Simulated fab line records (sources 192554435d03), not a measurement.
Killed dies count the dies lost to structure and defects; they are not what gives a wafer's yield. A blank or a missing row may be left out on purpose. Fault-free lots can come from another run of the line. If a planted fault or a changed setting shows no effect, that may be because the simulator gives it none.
A sampling plan put to the test    flow n5-finfet    one fab line, 41 faults that these records tell of, each judged on the records of the lots that it struck
Plan = the line's own looks (route steps where a gauge or an inspection reads the wafer without altering it). A look is open to judgement when struck wafers have a number at it and the file gives its usual mean and standard deviation on fault-free wafers. Caught: at a look after the fault's first step, the mean of the struck wafers lies 4 or more of those standard deviations (sigma) from the usual mean. On the tool: the same test on the tool's own readings at the fault's steps. It also counts as caught if the struck wafers ran another recipe or if their record alone is blank.

== THE FAULTS, as the simulator had put them in ==
1. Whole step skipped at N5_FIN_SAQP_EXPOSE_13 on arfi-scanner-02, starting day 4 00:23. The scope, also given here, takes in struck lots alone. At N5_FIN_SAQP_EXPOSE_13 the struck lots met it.
2. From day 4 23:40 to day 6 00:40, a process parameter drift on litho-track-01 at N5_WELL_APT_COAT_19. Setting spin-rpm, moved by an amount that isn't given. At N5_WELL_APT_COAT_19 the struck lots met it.
3. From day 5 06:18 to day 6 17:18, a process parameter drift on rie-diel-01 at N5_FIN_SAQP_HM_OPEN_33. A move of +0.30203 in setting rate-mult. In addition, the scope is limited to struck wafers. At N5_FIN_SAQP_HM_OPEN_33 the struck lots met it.
4. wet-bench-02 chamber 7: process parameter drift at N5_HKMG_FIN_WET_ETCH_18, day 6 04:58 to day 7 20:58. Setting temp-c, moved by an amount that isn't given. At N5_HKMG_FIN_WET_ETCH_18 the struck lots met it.
5. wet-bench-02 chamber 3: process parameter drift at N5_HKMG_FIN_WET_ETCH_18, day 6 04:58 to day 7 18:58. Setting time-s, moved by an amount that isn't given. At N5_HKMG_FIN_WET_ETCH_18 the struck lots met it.
6. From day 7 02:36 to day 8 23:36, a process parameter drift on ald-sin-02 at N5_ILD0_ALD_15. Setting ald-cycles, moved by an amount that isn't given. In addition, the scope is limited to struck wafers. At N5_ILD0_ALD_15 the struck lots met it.
7. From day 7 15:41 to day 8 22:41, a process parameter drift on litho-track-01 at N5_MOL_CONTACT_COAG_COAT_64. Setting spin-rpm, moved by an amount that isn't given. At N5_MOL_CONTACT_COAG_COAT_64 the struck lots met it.
8. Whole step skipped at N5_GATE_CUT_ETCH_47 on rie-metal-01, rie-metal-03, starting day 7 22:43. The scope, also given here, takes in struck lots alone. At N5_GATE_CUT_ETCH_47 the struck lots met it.
9. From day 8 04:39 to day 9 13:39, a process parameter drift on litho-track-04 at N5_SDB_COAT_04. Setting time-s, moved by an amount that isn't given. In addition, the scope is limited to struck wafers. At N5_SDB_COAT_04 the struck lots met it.
10. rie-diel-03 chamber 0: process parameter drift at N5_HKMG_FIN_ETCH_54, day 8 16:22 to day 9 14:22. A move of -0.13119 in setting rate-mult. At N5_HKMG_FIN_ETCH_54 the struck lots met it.
11. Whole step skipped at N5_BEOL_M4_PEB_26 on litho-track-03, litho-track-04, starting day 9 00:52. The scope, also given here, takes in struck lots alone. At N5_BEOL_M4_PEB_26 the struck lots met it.
12. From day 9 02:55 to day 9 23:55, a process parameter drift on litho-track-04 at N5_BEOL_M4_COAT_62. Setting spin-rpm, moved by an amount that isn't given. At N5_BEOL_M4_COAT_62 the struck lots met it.
13. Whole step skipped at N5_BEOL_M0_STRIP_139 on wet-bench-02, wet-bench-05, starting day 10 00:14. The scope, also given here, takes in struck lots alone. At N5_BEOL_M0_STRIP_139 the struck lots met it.
14. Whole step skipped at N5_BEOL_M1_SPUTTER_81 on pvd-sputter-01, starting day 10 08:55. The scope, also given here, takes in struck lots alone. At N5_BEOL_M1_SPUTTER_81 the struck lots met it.
15. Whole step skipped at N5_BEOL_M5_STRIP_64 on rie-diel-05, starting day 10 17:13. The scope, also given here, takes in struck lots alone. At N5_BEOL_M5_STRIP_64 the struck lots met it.
16. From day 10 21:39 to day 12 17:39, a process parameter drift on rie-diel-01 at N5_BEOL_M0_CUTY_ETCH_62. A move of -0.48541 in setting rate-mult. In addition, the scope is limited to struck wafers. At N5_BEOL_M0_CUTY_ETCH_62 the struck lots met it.
17. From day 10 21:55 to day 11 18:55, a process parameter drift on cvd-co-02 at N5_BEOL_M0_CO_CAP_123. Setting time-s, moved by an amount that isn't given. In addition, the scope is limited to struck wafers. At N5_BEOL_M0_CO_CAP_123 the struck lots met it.
18. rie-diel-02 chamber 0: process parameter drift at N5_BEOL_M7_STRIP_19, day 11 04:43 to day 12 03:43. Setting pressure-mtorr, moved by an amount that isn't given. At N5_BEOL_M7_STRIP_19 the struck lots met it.
19. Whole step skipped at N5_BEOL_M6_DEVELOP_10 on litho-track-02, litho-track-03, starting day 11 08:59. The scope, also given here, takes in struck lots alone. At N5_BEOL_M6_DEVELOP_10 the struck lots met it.
20. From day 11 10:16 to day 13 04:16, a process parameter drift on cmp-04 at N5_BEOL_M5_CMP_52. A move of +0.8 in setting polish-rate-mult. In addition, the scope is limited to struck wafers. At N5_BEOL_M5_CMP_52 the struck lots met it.
21. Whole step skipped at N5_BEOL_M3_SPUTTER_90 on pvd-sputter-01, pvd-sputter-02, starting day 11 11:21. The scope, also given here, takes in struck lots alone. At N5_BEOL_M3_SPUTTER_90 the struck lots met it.
22. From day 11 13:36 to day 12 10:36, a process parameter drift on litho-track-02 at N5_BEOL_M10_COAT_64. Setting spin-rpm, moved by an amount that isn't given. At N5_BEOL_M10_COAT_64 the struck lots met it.
23. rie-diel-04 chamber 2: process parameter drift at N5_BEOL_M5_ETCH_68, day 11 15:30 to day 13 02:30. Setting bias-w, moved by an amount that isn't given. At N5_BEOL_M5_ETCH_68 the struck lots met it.
24. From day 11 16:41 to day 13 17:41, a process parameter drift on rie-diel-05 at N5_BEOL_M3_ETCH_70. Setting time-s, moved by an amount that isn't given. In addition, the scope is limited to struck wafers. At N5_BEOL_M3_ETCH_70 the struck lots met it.
25. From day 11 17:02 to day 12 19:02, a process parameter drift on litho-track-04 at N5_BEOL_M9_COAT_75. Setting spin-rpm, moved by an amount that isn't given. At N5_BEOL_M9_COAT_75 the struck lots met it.
26. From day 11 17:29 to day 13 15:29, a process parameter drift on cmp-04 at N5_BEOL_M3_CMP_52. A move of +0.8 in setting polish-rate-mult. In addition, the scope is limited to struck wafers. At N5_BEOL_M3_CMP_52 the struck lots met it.
27. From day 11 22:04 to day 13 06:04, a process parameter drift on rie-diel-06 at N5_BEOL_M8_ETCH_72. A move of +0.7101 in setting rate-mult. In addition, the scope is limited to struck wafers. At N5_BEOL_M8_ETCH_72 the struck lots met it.
28. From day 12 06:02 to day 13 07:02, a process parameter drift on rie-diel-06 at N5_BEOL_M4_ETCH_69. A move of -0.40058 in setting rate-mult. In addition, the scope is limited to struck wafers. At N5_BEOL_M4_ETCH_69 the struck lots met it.
29. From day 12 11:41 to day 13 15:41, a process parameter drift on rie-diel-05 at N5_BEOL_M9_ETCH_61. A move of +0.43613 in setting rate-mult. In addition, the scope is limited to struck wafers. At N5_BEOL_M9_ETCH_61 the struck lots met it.
30. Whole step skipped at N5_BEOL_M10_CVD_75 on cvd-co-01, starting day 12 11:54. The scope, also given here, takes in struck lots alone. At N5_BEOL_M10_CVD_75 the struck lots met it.
31. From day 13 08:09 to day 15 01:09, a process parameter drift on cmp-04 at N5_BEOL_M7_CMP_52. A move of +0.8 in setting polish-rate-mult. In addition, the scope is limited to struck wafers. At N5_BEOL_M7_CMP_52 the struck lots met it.
32. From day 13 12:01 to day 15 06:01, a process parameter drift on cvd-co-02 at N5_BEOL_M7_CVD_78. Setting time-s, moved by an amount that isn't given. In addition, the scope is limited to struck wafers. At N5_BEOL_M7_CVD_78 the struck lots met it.
33. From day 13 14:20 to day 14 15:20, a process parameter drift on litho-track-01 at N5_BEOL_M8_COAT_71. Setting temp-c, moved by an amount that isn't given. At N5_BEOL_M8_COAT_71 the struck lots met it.
34. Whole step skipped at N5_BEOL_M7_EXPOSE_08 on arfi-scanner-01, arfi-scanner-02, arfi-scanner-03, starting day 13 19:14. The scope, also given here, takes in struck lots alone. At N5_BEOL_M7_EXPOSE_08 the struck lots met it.
35. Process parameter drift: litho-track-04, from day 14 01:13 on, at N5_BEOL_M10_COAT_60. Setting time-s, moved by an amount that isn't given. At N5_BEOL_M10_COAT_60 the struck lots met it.
36. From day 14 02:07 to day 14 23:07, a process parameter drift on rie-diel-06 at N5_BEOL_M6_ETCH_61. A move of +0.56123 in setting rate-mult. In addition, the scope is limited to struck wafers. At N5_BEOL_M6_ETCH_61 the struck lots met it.
37. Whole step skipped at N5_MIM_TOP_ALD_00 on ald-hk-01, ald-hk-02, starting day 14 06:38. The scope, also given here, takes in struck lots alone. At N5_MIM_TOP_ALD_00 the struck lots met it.
38. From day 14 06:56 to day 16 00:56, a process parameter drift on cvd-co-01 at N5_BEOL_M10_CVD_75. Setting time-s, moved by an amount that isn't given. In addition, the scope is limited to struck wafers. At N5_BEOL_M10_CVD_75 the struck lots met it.
39. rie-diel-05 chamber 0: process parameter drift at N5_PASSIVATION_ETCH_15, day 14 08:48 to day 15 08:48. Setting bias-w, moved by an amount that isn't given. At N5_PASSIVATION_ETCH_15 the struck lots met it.
40. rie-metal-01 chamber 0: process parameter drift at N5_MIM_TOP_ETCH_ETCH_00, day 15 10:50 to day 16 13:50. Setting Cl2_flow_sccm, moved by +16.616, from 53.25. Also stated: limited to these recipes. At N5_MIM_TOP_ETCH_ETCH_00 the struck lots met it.
41. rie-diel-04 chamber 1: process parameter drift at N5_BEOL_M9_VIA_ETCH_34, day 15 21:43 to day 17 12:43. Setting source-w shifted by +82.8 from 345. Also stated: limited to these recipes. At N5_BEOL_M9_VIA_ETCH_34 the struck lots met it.

== WHAT THE PLAN SAW ==
fault  on the tool itself                                first look that catches it                       reading, sigma    median hours from its first step to that look  hours from the fault's start to the first struck lot there  judged looks passed uncaught
1      no reading that can be judged                     no look after it can be judged                   -                 -                                              -                                                           0
2      spin-speed-rpm +59 sigma                          not the one look that can be judged after it     -                 -                                              -                                                           1
3      etch-rf-on-time-s -9.7 sigma                      not the one look that can be judged after it     -                 -                                              -                                                           1
4      no reading that can be judged                     N5_BEOL_M4_RC_MEAS_101                           VT_N_LONG +4.3    98.4                                           128                                                         0
5      no reading that can be judged                     N5_BEOL_M4_RC_MEAS_101                           VT_N_LONG +5.8    97.2                                           107                                                         0
6      under 2 sigma                                     none of the 2 looks that can be judged after it  -                 -                                              -                                                           2
7      spin-speed-rpm +99 or beyond sigma                not the one look that can be judged after it     -                 -                                              -                                                           1
8      the tool's record is blank for the struck wafers  N5_GATE_CUT_THK_MEAS_24                          GC_FILL_THK +5.0  2.3                                            6                                                           0
9      run-length-s -23 sigma                            not the one look that can be judged after it     -                 -                                              -                                                           1
10     etch-rf-on-time-s +7.2 sigma                      none of the 2 looks that can be judged after it  -                 -                                              -                                                           2
11     the tool's record is blank for the struck wafers  no look after it can be judged                   -                 -                                              -                                                           0
12     spin-speed-rpm -99 or beyond sigma                not the one look that can be judged after it     -                 -                                              -                                                           1
13     the tool's record is blank for the struck wafers  not the one look that can be judged after it     -                 -                                              -                                                           1
14     the tool's record is blank for the struck wafers  not the one look that can be judged after it     -                 -                                              -                                                           1
15     the tool's record is blank for the struck wafers  no look after it can be judged                   -                 -                                              -                                                           0
16     etch-rf-on-time-s +38 sigma                       not the one look that can be judged after it     -                 -                                              -                                                           1
17     run-length-s -99 or beyond sigma                  not the one look that can be judged after it     -                 -                                              -                                                           1
18     chamber-pressure-mTorr -99 or beyond sigma        no look after it can be judged                   -                 -                                              -                                                           0
19     the tool's record is blank for the struck wafers  no look after it can be judged                   -                 -                                              -                                                           0
20     barrier-field-endpoint-s -16 sigma                no look after it can be judged                   -                 -                                              -                                                           0
21     the tool's record is blank for the struck wafers  not the one look that can be judged after it     -                 -                                              -                                                           1
22     spin-speed-rpm +99 or beyond sigma                no look after it can be judged                   -                 -                                              -                                                           0
23     bias-w +31 sigma                                  no look after it can be judged                   -                 -                                              -                                                           0
24     run-length-s -98 sigma                            not the one look that can be judged after it     -                 -                                              -                                                           1
25     spin-speed-rpm -99 or beyond sigma                not the one look that can be judged after it     -                 -                                              -                                                           1
26     barrier-field-endpoint-s -17 sigma                not the one look that can be judged after it     -                 -                                              -                                                           1
27     etch-rf-on-time-s -14 sigma                       no look after it can be judged                   -                 -                                              -                                                           0
28     etch-rf-on-time-s +28 sigma                       not the one look that can be judged after it     -                 -                                              -                                                           1
29     etch-rf-on-time-s -15 sigma                       not the one look that can be judged after it     -                 -                                              -                                                           1
30     the tool's record is blank for the struck wafers  not the one look that can be judged after it     -                 -                                              -                                                           1
31     barrier-field-endpoint-s -16 sigma                not the one look that can be judged after it     -                 -                                              -                                                           1
32     run-length-s -99 or beyond sigma                  not the one look that can be judged after it     -                 -                                              -                                                           1
33     plate-temp-C -13 sigma                            not the one look that can be judged after it     -                 -                                              -                                                           1
34     no reading that can be judged                     no look after it can be judged                   -                 -                                              -                                                           0
35     run-length-s -99 or beyond sigma                  no look after it can be judged                   -                 -                                              -                                                           0
36     etch-rf-on-time-s -12 sigma                       not the one look that can be judged after it     -                 -                                              -                                                           1
37     the tool's record is blank for the struck wafers  no look after it can be judged                   -                 -                                              -                                                           0
38     run-length-s -5.8 sigma                           no look after it can be judged                   -                 -                                              -                                                           0
39     bias-w +97 sigma                                  no look after it can be judged                   -                 -                                              -                                                           0
40     mfc-cl2-sccm +99 or beyond sigma                  no look after it can be judged                   -                 -                                              -                                                           0
41     rf-fwd-power-W +60 sigma                          not the one look that can be judged after it     -                 -                                              -                                                           1
A dash: this means the fault isn't caught or the number doesn't appear in these records.

Caught at a look: 3 of 41. Caught on the tool: 36 of 41. By one or the other: 38 of 41.
Faults caught by the tool alone: 2, 3, 7, 9, 10, 11, 12, 13, 14, 15, 16, 17, 18, 19, 20, 21, 22, 23, 24, 25, 26, 27, 28, 29, 30, 31, 32, 33, 35, 36, 37, 38, 39, 40, 41.
Caught at a look alone: faults 4, 5.
Caught by neither: faults 1, 6, 34.

== THINNER SAMPLING ==
In the worst case, this is how late the first struck lot would be measured if the look that catches a fault measured only every second or every third lot, by lot number:
fault  struck lots at that look, in order of time  every lot  every second lot  every third lot
4      L441                                        128 h      may miss it       may miss it
5      L217, L219                                  107 h      may miss all 2    may miss all 2
8      L351, L352, L354                            6 h        8 h               may miss all 3
Hours: fault start to first struck lot measured. The test against the limit of 4 sigma pooled every struck wafer, which means one lot taken alone may stay below that limit. Other struck lots may not be in these records.

== THE LONGEST TIMED WAY FROM STEP TO LOOK ==
Fault 4: a median of 98.4 hours passes between N5_HKMG_FIN_WET_ETCH_18 and N5_BEOL_M4_RC_MEAS_101. No look between them can be judged.
